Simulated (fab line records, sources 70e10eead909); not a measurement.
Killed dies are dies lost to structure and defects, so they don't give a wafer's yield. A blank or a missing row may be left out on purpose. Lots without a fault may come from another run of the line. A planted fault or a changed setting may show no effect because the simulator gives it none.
fab line records | flow nand_harc
record lots=24 wafers=72 last_day=33
route steps=1302 shown A_STAIRCASE@739
lots that met no fault: from a run of the same line without faults
start_h: hours from the record's first day to the start of the lot's first wafer shown | wait_h: hours since the lot's step before | " the same as in the row above | L1.1+2: a row that stands for several wafers | - no value, or no start given | * or withheld: withheld | < > ~ a bound
route shown NAME@n: a module of which the file shows steps, and the number in the route of the first | usual: mean/standard deviation of fault-free wafers | same: alike in all rows | chamber/n: place in a boat | sites: the reading at each site | _std_site: their standard deviation | _edge_site: outer sites' mean less inner sites' | radius_mm: how far each site lies from the wafer's centre | mask NAME#n: copy n | behind: the tool/chamber that last shaped the wafer | hold: why the lot was held/for how many hours/how that ended | device: the transistor (n, p or np) that didn't switch | end of line: the same wafers' tests at the end of the route | a step without rows: its recipe alone | killed: dies lost to structure and defects at the first sort, not the wafer's yield | map: a wafer's dies, x killed, . not, _ none there
set.NAME: the setting as run; set.NAME@STEP: as run at that earlier step | model.NAME: the simulator's own value behind a step, which no gauge read
steps of the route over a sample of lots; a table a step, a row a wafer
services: from which hour (start_h, from the record's first day; less than 0 if before it) a tool's chamber was out of use, for how many hours, and why
## steps
# step NHARC_A_STAIRCASE_ETCH_225
# recipe target_depth_a=1000 time_s=40.5 ion_energy_ev=400 c4f8_flow_sccm=20 o2_flow_sccm=10 ar_flow_sccm=withheld rf_w=600 bias_w=1000 chemistry=C4F8/O2
# usual bias_w=999.8/2.8 oes_product_au=0.944/0.01 rf_vpp_V=895/5.4
# columns lot.wafer tool chamber start_h wait_h bias_w oes_product_au rf_hours_counter_h rf_vpp_V
L074.3 rie_diel-12 1 - - 999.2 0.929 22 894
L074.1 " 2 " " 1010.5 0.933 22 891
L074.6 " 1 " " 1001.4 0.927 - 895
L075.4 rie_diel-09 1 - - 996.9 0.940 17 886
L075.3 " 2 " " 998.0 0.921 14 898
L075.2 " 0 " " 994.6 0.929 19 895
L077.4 rie_diel-09 0 - - 997.0 0.943 23 895
L077.1 " 3 " " 1004.6 0.943 21 901
L077.5 " 0 " " 999.2 0.932 - 895
L078.2 rie_diel-13 0 - - 1002.0 0.958 12 889
L078.3 " 3 " " 1000.6 0.960 13 900
L078.5 " 1 " " 998.6 0.949 - 896
L076.1 rie_diel-09 2 - - 1004.7 0.939 27 899
L076.3 " 0 " " 995.7 0.952 35 894
L076.2 " 1 " " 996.3 0.956 31 886
L079.3 rie_diel-13 0 - - 998.4 0.949 26 889
L079.2 " 1 " " 996.5 0.953 24 894
L079.5 " 1 " " 1000.2 0.949 - 895
L080.2 rie_diel-13 0 - - 1001.1 0.941 27 890
L080.1 " 2 " " 998.8 0.938 22 891
L080.5 " 0 " " 996.4 0.937 - 890
L081.1 rie_diel-13 1 - - 998.2 0.950 30 896
L081.2 " 3 " " 1000.1 0.939 32 898
L081.5 " 1 " " 1000.2 0.940 - 894
L082.1 rie_diel-09 3 - - 1005.2 0.951 38 900
L082.4 " 0 " " 1002.1 0.952 44 894
L082.6 " 2 " " 997.0 0.932 - 898
L083.2 rie_diel-13 1 - - 1000.8 0.931 34 894
L083.3 " 2 " " 1000.9 0.962 32 891
L083.6 " 1 " " 998.3 0.938 - 895
L085.2 rie_diel-13 0 - - 1001.5 0.953 43 888
L085.5 " 2 " " 994.0 0.959 - 891
L085.6 " 3 " " 1001.0 0.927 - 900
L084.1 rie_diel-12 3 - - 996.1 0.944 5 904
L084.4 " 2 " " 1002.0 0.948 - 890
L084.5 " 3 " " 997.5 0.940 - 901
L086.2 rie_diel-09 3 - - 998.9 0.938 54 900
L086.4 " 2 " " 999.1 0.945 52 897
L086.5 " 0 " " 1004.8 0.953 - 894
L087.2 rie_diel-13 1 - - 999.7 0.967 50 894
L087.4 " 2 " " 1004.3 0.945 50 890
L087.3 " 3 " " 996.0 0.943 55 900
L089.4 rie_diel-09 1 - - 997.5 0.940 3 906
L089.1 " 2 " " 995.8 0.942 3 897
L089.3 " 3 " " 998.0 0.949 3 899
L088.4 rie_diel-13 1 - - 1002.9 0.938 58 894
L088.3 " 3 " " 1001.2 0.939 64 901
L088.6 " 0 " " 993.1 0.944 - 888
L090.4 rie_diel-13 3 - - 1001.6 0.943 3 900
L090.6 " 1 " " 999.7 0.941 - 896
L090.5 " 2 " " 1000.9 0.952 - 889
L091.4 rie_diel-12 2 - - 999.6 0.948 27 891
L091.3 " 3 " " 1003.5 0.946 25 902
L091.1 " 0 " " 1002.5 0.942 23 904
L092.2 rie_diel-12 1 - - 997.8 0.951 32 894
L092.4 " 2 " " 1002.2 0.950 32 889
L092.6 " 0 " " 1002.0 0.952 - 906
L095.1 rie_diel-12 1 - - 998.0 0.944 39 893
L095.4 " 3 " " 1001.2 0.944 34 901
L095.5 " 2 " " 1000.2 0.950 - 889
L094.2 rie_diel-12 2 - - 998.3 0.938 38 890
L094.5 " 1 " " 993.0 0.956 - 893
L094.6 " 2 " " 995.6 0.945 - 889
L093.1 rie_diel-12 2 - - 998.2 0.949 40 889
L093.5 " 1 " " 998.8 0.941 - 894
L093.6 " 2 " " 1003.0 0.952 - 889
L096.1 rie_diel-09 1 - - 996.6 0.932 21 905
L096.6 " 1 " " 999.9 0.932 - 906
L096.5 " 2 " " 998.4 0.923 - 897
L097.1 rie_diel-12 2 - - 1001.5 0.940 44 890
L097.2 " 1 " " 1000.1 0.938 47 895
L097.6 " 3 " " 1002.4 0.939 - 904
# step NHARC_A_STAIRCASE_DEP_259
# recipe target_thk_a=300 target_thk_nm=30 temp_c=400 pressure_torr=3.5 flow_sccm=200 rf_w=350 material=SiON
# usual heater_power_w=802/130
# columns lot.wafer tool chamber start_h wait_h heater_power_w
L074.1 pecvd-02 2 361.17 1.6 722
L074.3 " 1 " " 602
L074.6 " 2 " " 735
L075.2 pecvd-01 0 375.69 1.3 653
L075.3 " 1 " " 848
L075.4 " 1 " " 871
L077.1 pecvd-01 1 391.44 1.6 837
L077.5 " 2 " " 978
L077.4 " 1 " " 858
L078.3 pecvd-02 2 391.45 1.0 787
L078.2 " 0 " " 965
L078.5 " 0 " " 914
L076.3 pecvd-01 1 415.90 0.9 776
L076.2 " 2 " " 1023
L076.1 " 0 " " 737
L079.2 pecvd-01 1 419.73 1.5 910
L079.3 " 2 " " 880
L079.5 " 2 " " 879
L080.1 pecvd-03 0 423.88 1.6 663
L080.2 " 1 " " 886
L080.5 " 1 " " 874
L081.1 pecvd-01 0 443.83 1.6 725
L081.2 " 1 " " 845
L081.5 " 0 " " 711
L082.1 pecvd-01 1 445.66 1.6 909
L082.4 " 0 " " 715
L082.6 " 2 " " 915
L083.2 pecvd-03 1 458.68 1.3 762
L083.3 " 2 " " 642
L083.6 " 0 " " 645
L085.2 pecvd-01 2 476.67 1.2 1013
L085.6 " 2 " " 1043
L085.5 " 1 " " 930
L084.1 pecvd-01 2 477.63 1.5 915
L084.4 " 2 " " 936
L084.5 " 1 " " 863
L086.2 pecvd-02 1 494.83 1.3 634
L086.4 " 1 " " 631
L086.5 " 0 " " 879
L087.2 pecvd-03 0 503.41 1.5 629
L087.3 " 2 " " 756
L087.4 " 0 " " 633
L089.3 pecvd-03 0 521.65 0.9 640
L089.1 " 2 " " 717
L089.4 " 0 " " 663
L088.3 pecvd-02 1 524.35 1.0 587
L088.6 " 0 " " 922
L088.4 " 2 " " 841
L091.1 pecvd-01 1 543.94 1.6 819
L091.3 " 2 " " 914
L091.4 " 0 " " 657
L090.5 pecvd-03 2 545.29 0.4 709
L090.6 " 0 " " 682
L090.4 " 1 " " 877
L092.2 pecvd-02 2 559.18 1.3 887
L092.4 " 1 " " 617
L092.6 " 2 " " 875
L095.1 pecvd-02 2 572.34 1.6 853
L095.4 " 2 " " 832
L095.5 " 2 " " 838
L094.2 pecvd-01 1 577.09 1.2 862
L094.6 " 2 " " 899
L094.5 " 0 " " 687
L093.1 pecvd-01 1 583.97 1.6 964
L093.6 " 0 " " 716
L093.5 " 1 " " 982
L096.1 pecvd-03 0 587.49 1.6 515
L096.5 " 2 " " 732
L096.6 " 0 " " 522
L097.2 pecvd-01 0 598.22 1.2 712
L097.1 " 2 " " 955
L097.6 " 2 " " 949
# step NHARC_A_STAIRCASE_STRIP_274
# recipe o2_flow_sccm=500 ar_flow_sccm=0 bias_w=0 chemistry=O2
# usual drypump_motor_current_A=5.6/0.61 oes_product_au=1.003/0.0065 rf_vpp_V=57.7/0.94 showerhead_plenum_p_Torr=3.51/0.16 throttle_valve_pct=17.037/0.0084
# same bias_w=0
# columns lot.wafer tool chamber start_h wait_h drypump_motor_current_A oes_product_au rf_hours_counter_h rf_vpp_V showerhead_plenum_p_Torr throttle_valve_pct
L074.1 rie_diel-13 1 - - 5.1 1.006 6 56.1 3.50 17.043
L074.3 " 3 " " 5.0 1.004 7 58.5 3.66 17.038
L074.6 " 0 " " 6.5 1.000 - 57.2 3.37 17.023
L075.4 rie_diel-12 3 - - 6.3 1.001 34 57.9 3.73 17.040
L075.2 " 1 " " 4.8 1.001 28 57.5 3.49 17.045
L075.3 " 2 " " 6.4 0.994 30 58.4 3.38 17.043
L078.3 rie_diel-09 3 - - 6.5 1.004 24 57.9 3.66 17.032
L078.2 " 0 " " 5.2 0.999 28 57.9 3.51 17.042
L078.5 " 2 " " 5.8 0.999 - 58.0 3.58 17.035
L077.1 rie_diel-13 3 - - 5.0 1.003 20 58.3 3.66 17.040
L077.4 " 0 " " 6.5 1.013 18 56.3 3.36 17.030
L077.5 " 1 " " 5.2 1.015 - 57.1 3.49 17.046
L076.1 rie_diel-12 2 - - 6.4 0.993 49 58.7 3.37 17.018
L076.2 " 3 " " 6.3 0.997 47 58.6 3.72 17.031
L076.3 " 0 " " 5.0 1.007 50 56.8 3.27 17.026
L079.2 rie_diel-09 3 - - 6.5 1.011 33 57.9 3.65 17.027
L079.3 " 0 " " 5.2 1.001 38 58.1 3.50 17.046
L079.5 " 2 " " 5.8 0.994 - 58.9 3.58 17.029
L080.2 rie_diel-12 1 - - 4.8 0.996 51 57.3 3.48 17.041
L080.1 " 2 " " 6.4 0.997 50 56.9 3.37 17.041
L080.5 " 1 " " 4.8 1.004 - 57.6 3.48 17.028
L081.1 rie_diel-13 1 - - 5.2 0.991 33 57.6 3.48 17.041
L081.2 " 2 " " 5.8 0.998 30 57.6 3.37 17.035
L081.5 " 2 " " 5.7 1.012 - 55.5 3.37 17.024
L082.4 rie_diel-13 0 - - 6.5 1.007 35 58.7 3.35 17.032
L082.1 " 3 " " 5.1 0.995 35 59.5 3.65 17.027
L082.6 " 1 " " 5.2 1.004 - 56.2 3.48 17.015
L083.2 rie_diel-12 0 - - 5.0 1.010 4 58.1 3.81 17.040
L083.3 " 2 " " 6.5 1.013 3 56.9 3.37 17.034
L083.6 " 1 " " 4.8 1.005 - 56.7 3.48 17.032
L085.2 rie_diel-09 2 - - 5.8 0.999 51 58.3 3.57 17.039
L085.5 " 3 " " 6.5 0.995 - 56.7 3.64 17.043
L085.6 " 0 " " 5.2 1.007 - 57.4 3.49 17.038
L084.4 rie_diel-13 2 - - 5.8 0.999 46 56.5 3.36 17.051
L084.1 " 1 " " 5.2 0.994 48 55.9 3.48 17.035
L084.5 " 3 " " 5.0 1.003 - 60.7 3.64 17.036
L086.2 rie_diel-13 2 498.04 - 5.7 1.006 50 57.0 3.36 17.035
L086.4 " 3 " " 5.0 1.007 55 57.8 3.64 17.040
L086.5 " 3 " " 5.0 1.007 - 57.9 3.64 17.026
L087.2 rie_diel-13 2 - - 5.8 1.004 54 57.5 3.35 17.040
L087.4 " 3 " " 5.0 0.996 61 57.5 3.63 17.042
L087.3 " 0 " " 6.4 1.006 60 57.7 3.34 17.039
L089.4 rie_diel-12 3 - - 6.3 1.010 20 57.5 3.70 17.043
L089.1 " 0 " " 5.0 1.006 19 57.5 3.80 17.053
L089.3 " 2 " " 6.4 1.012 23 56.2 3.36 17.044
L088.4 rie_diel-12 0 - - 5.0 1.003 20 58.0 3.80 17.030
L088.3 " 1 " " 4.8 0.996 25 58.3 3.46 17.038
L088.6 " 3 " " 6.3 1.002 - 58.7 3.70 17.031
L091.3 rie_diel-09 0 - - 5.2 1.000 16 58.1 3.48 17.042
L091.1 " 2 " " 5.8 0.999 11 56.7 3.56 17.044
L091.4 " 3 " " 6.5 1.012 13 59.1 3.63 17.039
L090.4 rie_diel-13 3 - - 5.0 0.998 7 58.3 3.63 17.039
L090.5 " 1 " " 5.2 1.006 - 57.0 3.47 17.040
L090.6 " 2 " " 5.8 1.005 - 57.0 3.35 17.027
L092.4 rie_diel-09 2 - - 5.7 0.996 14 57.9 3.56 17.043
L092.2 " 1 " " 5.5 0.994 17 58.4 3.80 17.037
L092.6 " 3 " " 6.5 1.008 - 58.5 3.63 17.035
L095.4 rie_diel-12 0 - - 5.0 0.998 37 59.3 3.79 17.051
L095.1 " 2 " " 6.4 1.004 40 57.5 3.35 17.048
L095.5 " 0 " " 5.0 1.006 - 59.1 3.79 17.028
L094.2 rie_diel-12 3 - - 6.3 1.005 39 59.0 3.69 17.036
L094.5 " 2 " " 6.5 1.003 - 57.1 3.35 17.038
L094.6 " 3 " " 6.3 0.997 - 58.1 3.69 17.041
L093.1 rie_diel-13 3 - - 5.0 1.008 22 58.9 3.62 17.034
L093.6 " 1 " " 5.2 1.007 - 57.5 3.46 17.042
L093.5 " 2 " " 5.8 1.004 - 58.6 3.34 17.021
L096.1 rie_diel-12 2 - - 6.4 1.000 46 57.9 3.35 17.028
L096.6 " 0 " " 5.0 1.006 - 58.6 3.78 17.036
L096.5 " 1 " " 4.8 1.011 - 58.3 3.45 17.044
L097.2 rie_diel-13 3 - - 5.0 1.003 27 58.4 3.62 17.027
L097.1 " 1 " " 5.2 1.002 26 57.0 3.46 17.022
L097.6 " 3 " " 5.0 0.988 - 58.0 3.62 17.025
# step NHARC_A_STAIRCASE_ETCH_452
# recipe target_depth_a=300 overetch_a=30 time_s=16.5 ion_energy_ev=100 cf4_flow_sccm=80 o2_flow_sccm=20 ar_flow_sccm=0 rf_w=300 bias_w=100 chemistry=CF4/O2
# usual bias_w=99.98/0.29 drypump_motor_current_A=5.6/0.58 oes_product_au=1.001/0.0076 rf_vpp_V=197.6/1.5 showerhead_plenum_p_Torr=1.33/0.061 throttle_valve_pct=13.397/0.0092
# columns lot.wafer tool chamber start_h wait_h bias_w drypump_motor_current_A oes_product_au rf_hours_counter_h rf_vpp_V showerhead_plenum_p_Torr throttle_valve_pct
L074.1 rie_diel-09 0 - - 100.22 5.2 1.004 20 198.1 1.33 13.385
L074.3 " 1 " " 100.05 5.5 1.013 18 196.3 1.24 13.407
L074.6 " 0 " " 100.20 5.2 1.000 - 197.2 1.33 13.389
L075.3 rie_diel-12 3 - - 100.06 6.3 1.006 35 200.4 1.41 13.395
L075.2 " 0 " " 99.92 5.0 1.003 35 195.5 1.24 13.408
L075.4 " 1 " " 100.28 4.8 1.004 29 197.1 1.32 13.410
L078.2 rie_diel-09 3 - - 100.02 6.5 1.013 25 199.4 1.39 13.403
L078.3 " 0 " " 100.48 5.2 1.010 29 198.3 1.33 13.401
L078.5 " 3 " " 99.74 6.5 0.995 - 199.2 1.39 13.409
L077.1 rie_diel-13 0 - - 100.25 6.4 1.012 18 197.0 1.27 13.401
L077.4 " 1 " " 99.23 5.2 1.006 16 195.9 1.32 13.394
L077.5 " 3 " " 100.11 5.0 1.003 - 197.7 1.39 13.407
L076.3 rie_diel-13 2 - - 99.74 5.7 1.004 24 196.3 1.27 13.395
L076.1 " 3 " " 100.26 5.0 0.993 28 197.9 1.38 13.403
L076.2 " 0 " " 99.63 6.4 1.004 28 196.8 1.27 13.389
L079.3 rie_diel-12 2 - - 100.35 6.4 1.000 51 196.5 1.27 13.391
L079.2 " 3 " " 99.81 6.2 1.000 49 198.5 1.41 13.391
L079.5 " 3 " " 100.10 6.3 0.998 - 198.0 1.41 13.404
L080.2 rie_diel-09 1 - - 99.81 5.5 1.003 40 194.8 1.23 13.411
L080.1 " 3 " " 99.64 6.5 1.002 36 199.1 1.38 13.397
L080.5 " 1 " " 100.40 5.5 1.006 - 193.8 1.23 13.400
L081.2 rie_diel-13 3 - - 99.79 5.0 1.006 36 197.5 1.38 13.391
L081.1 " 0 " " 99.48 6.4 1.012 35 196.7 1.27 13.403
L081.5 " 3 " " 100.48 5.0 1.001 - 198.8 1.38 13.393
L082.4 rie_diel-13 1 - - 99.84 5.2 0.998 35 198.3 1.32 13.394
L082.1 " 3 " " 100.40 5.0 0.997 36 199.4 1.38 13.402
L082.6 " 1 " " 100.16 5.2 1.008 - 196.6 1.32 13.406
L083.2 rie_diel-09 1 - - 99.70 5.5 1.015 52 194.9 1.23 13.412
L083.3 " 3 " " 100.40 6.5 1.000 49 198.5 1.38 13.383
L083.6 " 2 " " 100.35 5.7 0.995 - 196.7 1.35 13.394
L085.2 rie_diel-12 3 - - 99.89 6.2 1.002 9 198.8 1.41 13.409
L085.6 " 0 " " 99.93 5.0 1.001 - 199.2 1.44 13.385
L085.5 " 1 " " 100.05 4.8 1.010 - 197.5 1.31 13.401
L084.4 rie_diel-13 3 - - 99.70 5.0 1.002 54 199.2 1.38 13.378
L084.1 " 0 " " 99.56 6.4 0.999 52 196.9 1.26 13.417
L084.5 " 1 " " 100.00 5.2 0.997 - 197.2 1.31 13.397
L086.2 rie_diel-13 0 - - 99.90 6.4 1.011 54 197.0 1.26 13.379
L086.4 " 2 " " 99.79 5.7 0.999 50 195.9 1.27 13.401
L086.5 " 0 " " 99.77 6.4 1.018 - 195.5 1.26 13.395
L087.4 rie_diel-12 0 - - 99.87 5.0 1.004 15 198.7 1.44 13.409
L087.3 " 1 " " 100.08 4.8 0.992 20 196.4 1.31 13.415
L087.2 " 2 " " 100.49 6.4 1.001 20 194.6 1.27 13.403
L089.3 rie_diel-12 2 - - 100.48 6.4 0.991 24 196.5 1.27 13.390
L089.1 " 0 " " 100.00 5.0 0.999 21 199.9 1.44 13.389
L089.4 " 1 " " 100.24 4.8 1.006 26 197.3 1.31 13.411
L088.4 rie_diel-13 3 - - 99.93 5.0 0.981 1 198.5 1.38 13.399
L088.3 " 0 " " 99.24 6.4 0.995 1 195.9 1.26 13.391
L088.6 " 2 " " 99.62 5.7 0.999 - 197.9 1.27 13.390
L091.3 rie_diel-13 1 - - 99.98 5.2 1.004 10 199.0 1.31 13.391
L091.4 " 2 " " 100.20 5.8 0.994 10 195.6 1.26 13.393
L091.1 " 0 " " 99.69 6.4 0.989 8 197.2 1.26 13.407
L090.4 rie_diel-09 3 - - 100.29 6.5 1.007 13 198.5 1.38 13.407
L090.6 " 1 " " 99.99 5.5 1.003 - 198.9 1.44 13.394
L090.5 " 2 " " 99.92 5.8 0.996 - 197.2 1.35 13.395
L092.4 rie_diel-09 0 - - 100.22 5.2 0.983 21 195.1 1.31 13.404
L092.2 " 2 " " 100.47 5.7 0.992 16 197.8 1.35 13.404
L092.6 " 3 " " 99.84 6.5 1.004 - 199.2 1.37 13.417
L095.1 rie_diel-13 2 - - 100.15 5.7 1.010 21 196.0 1.26 13.385
L095.4 " 1 " " 99.60 5.1 1.011 21 197.9 1.31 13.399
L095.5 " 2 " " 100.00 5.7 1.011 - 195.4 1.26 13.388
L094.2 rie_diel-12 1 - - 99.86 4.8 1.000 45 198.3 1.31 13.384
L094.6 " 2 " " 99.98 6.4 1.011 - 195.6 1.26 13.412
L094.5 " 3 " " 99.91 6.3 0.999 - 199.6 1.40 13.399
L093.1 rie_diel-09 2 - - 99.94 5.7 1.004 25 198.7 1.34 13.397
L093.5 " 0 " " 100.01 5.2 1.003 - 196.9 1.31 13.380
L093.6 " 1 " " 99.90 5.5 1.001 - 199.9 1.44 13.390
L096.1 rie_diel-09 1 - - 99.74 5.5 0.991 25 200.3 1.44 13.402
L096.6 " 2 " " 100.00 5.7 1.001 - 197.3 1.34 13.382
L096.5 " 3 " " 100.26 6.5 1.009 - 198.7 1.37 13.411
L097.2 rie_diel-12 1 - - 99.91 4.8 0.987 51 197.8 1.30 13.402
L097.1 " 3 " " 100.51 6.2 0.994 45 198.8 1.40 13.382
L097.6 " 1 " " 100.21 4.8 0.999 - 195.2 1.30 13.398
# step NHARC_A_STAIRCASE_ALD_420
# recipe target_thk_a=200 pulse_time_s=6 ald_cycles=200 temp_c=300 material=SiO2
# usual heater_power_w=462/49 precursor_pulse_height_rel=0.998/0.021
# same ald_cycles=200
# columns lot.wafer tool chamber start_h wait_h heater_power_w precursor_pulse_height_rel
L074.1 ald_hk-02 2 388.54 - 444 1.000
L074.3 " 0 " " 513 1.026
L074.6 " 2 " " 453 1.011
L075.3 ald_hk-02 1 397.96 - 433 0.991
L075.4 " 3 " " 466 1.042
L075.2 " 0 " " 518 1.013
L078.3 ald_hk-03 3 411.00 - 553 0.987
L078.2 " 1 " " 413 0.957
L078.5 " 3 " " 545 1.010
L077.1 ald_hk-04 1 414.74 - 549 0.931
L077.4 " 3 " " 470 1.019
L077.5 " 1 " " 535 1.013
L076.2 ald_hk-02 3 438.09 - 468 1.000
L076.3 " 0 " " 512 0.988
L076.1 " 1 " " 427 1.023
L079.3 ald_hk-03 0 441.62 - 411 0.970
L079.2 " 3 " " 544 1.053
L079.5 " 0 " " 414 1.036
L080.2 ald_hk-02 3 448.52 - 461 1.004
L080.1 " 2 " " 443 0.998
L080.5 " 0 " " 507 0.983
L081.1 ald_hk-03 1 464.45 - 427 0.984
L081.2 " 2 " " 430 1.027
L081.5 " 2 " " 419 0.985
L082.4 ald_hk-04 1 468.35 0.7 568 0.996
L082.1 " 2 " " 456 0.985
L082.6 " 0 " " 390 0.977
L083.2 ald_hk-02 0 485.43 - 516 0.994
L083.3 " 1 " " 427 1.007
L083.6 " 3 " " 464 1.005
L085.2 ald_hk-03 1 502.35 - 418 1.012
L085.5 " 0 " " 425 0.983
L085.6 " 1 " " 418 0.982
L084.1 ald_hk-03 3 505.34 - 563 0.991
L084.4 " 0 " " 424 1.032
L084.5 " 3 " " 544 0.997
L086.4 ald_hk-04 1 517.11 - 562 1.013
L086.2 " 3 " " 460 1.012
L086.5 " 2 " " 475 0.991
L087.3 ald_hk-04 0 524.44 - 392 0.987
L087.4 " 1 " " 574 1.025
L087.2 " 2 " " 462 1.040
L089.4 ald_hk-03 3 543.12 - 540 0.976
L089.3 " 1 " " 430 0.971
L089.1 " 2 " " 431 1.030
L088.4 ald_hk-02 1 546.98 - 436 1.017
L088.3 " 2 " " 453 1.007
L088.6 " 0 " " 483 1.020
L091.1 ald_hk-02 1 568.85 - 436 0.984
L091.3 " 2 " " 447 0.978
L091.4 " 3 " " 452 0.979
L090.4 ald_hk-04 0 569.01 - 387 1.016
L090.6 " 3 " " 456 0.987
L090.5 " 0 " " 395 0.981
L092.4 ald_hk-03 3 581.83 - 540 1.031
L092.2 " 1 " " 395 0.986
L092.6 " 2 " " 457 0.971
L095.4 ald_hk-03 1 595.78 - 382 0.970
L095.1 " 2 " " 440 1.002
L095.5 " 1 " " 386 0.993
L094.2 ald_hk-04 3 595.94 - 464 1.018
L094.5 " 1 " " 549 0.986
L094.6 " 2 " " 461 0.973
L096.1 ald_hk-02 2 610.47 - 443 0.996
L096.6 " 2 " " 454 0.982
L096.5 " 3 " " 460 1.001
L093.1 ald_hk-03 1 610.47 - 391 0.958
L093.5 " 1 " " 386 0.998
L093.6 " 2 " " 462 0.953
L097.2 ald_hk-03 2 617.23 - 453 0.972
L097.1 " 1 " " 388 0.997
L097.6 " 2 " " 452 0.991
# step NHARC_A_STAIRCASE_DEP_151
# recipe target_thk_a=72000 temp_c=400 target_thk_nm=7200 teos_flow_sccm=200 rf_w=500 material=SiO2
# usual heater_power_w=681/130
# columns lot.wafer tool chamber start_h wait_h heater_power_w
L074.3 pecvd-03 0 396.73 0.4 564
L074.1 " 1 " " 859
L074.6 " 2 " " 556
L075.3 pecvd-01 0 406.12 0.4 607
L075.2 " 1 " " 839
L075.4 " 1 " " 716
L078.3 pecvd-01 1 419.22 0.5 877
L078.2 " 2 " " 792
L078.5 " 0 " " 545
L077.1 pecvd-01 2 422.97 0.5 921
L077.5 " 1 " " 738
L077.4 " 0 " " 554
L076.1 pecvd-01 2 446.23 0.4 878
L076.2 " 0 " " 690
L076.3 " 1 " " 814
L079.2 pecvd-03 0 449.67 0.4 491
L079.3 " 2 " " 599
L079.5 " 0 " " 491
L080.1 pecvd-02 1 457.10 0.8 544
L080.2 " 2 " " 797
L080.5 " 2 " " 684
L081.1 pecvd-01 2 472.63 0.4 934
L081.2 " 1 " " 758
L081.5 " 1 " " 718
L082.1 pecvd-03 2 476.94 0.6 638
L082.4 " 0 " " 472
L082.6 " 1 " " 669
L083.3 pecvd-02 0 493.39 0.4 831
L083.2 " 1 " " 536
L083.6 " 1 " " 457
L084.1 pecvd-03 0 511.36 0.4 539
L084.5 " 0 " " 475
L084.4 " 1 " " 682
L085.2 pecvd-01 0 511.36 0.4 673
L085.5 " 1 " " 733
L085.6 " 2 " " 735
L086.2 pecvd-01 2 527.01 0.6 858
L086.5 " 0 " " 533
L086.4 " 2 " " 725
L087.3 pecvd-03 1 534.13 0.4 764
L087.2 " 0 " " 589
L087.4 " 0 " " 482
L089.3 pecvd-01 0 551.24 0.4 680
L089.1 " 2 " " 801
L089.4 " 0 " " 529
L088.3 pecvd-02 0 554.99 0.4 824
L088.6 " 0 " " 790
L088.4 " 2 " " 708
L091.1 pecvd-02 0 577.09 0.5 941
L091.3 " 2 " " 683
L091.4 " 0 " " 757
L090.6 pecvd-03 0 577.23 0.7 453
L090.5 " 1 " " 682
L090.4 " 2 " " 569
L092.2 pecvd-03 2 590.03 0.6 634
L092.4 " 0 " " 451
L092.6 " 2 " " 566
L095.1 pecvd-02 1 603.67 0.4 491
L095.5 " 2 " " 630
L095.4 " 0 " " 754
L094.2 pecvd-03 1 603.76 0.5 811
L094.5 " 0 " " 463
L094.6 " 1 " " 669
L093.1 pecvd-02 0 618.76 0.6 895
L093.6 " 1 " " 489
L093.5 " 2 " " 640
L096.1 pecvd-01 1 618.81 0.6 848
L096.5 " 0 " " 532
L096.6 " 1 " " 759
L097.1 pecvd-01 2 626.59 0.5 771
L097.2 " 0 " " 673
L097.6 " 2 " " 733
## services
# columns tool chamber start_h hours kind
rie_diel-13 - 334.71 0.5 repair
rie_diel-12 1 339.56 4.2 repair
rie_diel-13 - 342.05 9.0 pm
rie_diel-13 2 361.68 7.6 repair
pecvd-03 - 366.06 13.0 pm
pecvd-01 0 411.01 3.8 repair
rie_diel-09 0 415.18 2.8 repair
rie_diel-12 - 446.40 9.0 pm
pecvd-01 - 447.24 2.4 repair
pecvd-03 1 454.60 2.7 repair
rie_diel-12 0 465.41 9.0 repair
pecvd-01 - 492.61 13.0 pm
rie_diel-09 - 497.46 9.0 pm
rie_diel-13 - 519.05 9.0 pm
pecvd-01 - 520.98 1.6 repair
rie_diel-13 - 541.96 0.2 repair
pecvd-03 - 547.06 13.0 pm
rie_diel-09 - 572.15 0.2 repair
pecvd-01 - 572.27 0.9 repair
rie_diel-09 1 573.14 4.5 repair
rie_diel-12 3 581.97 1.5 repair
rie_diel-12 1 602.59 2.8 repair
rie_diel-13 1 614.60 13.0 repair
rie_diel-12 - 623.40 9.0 pm
## key
fault none
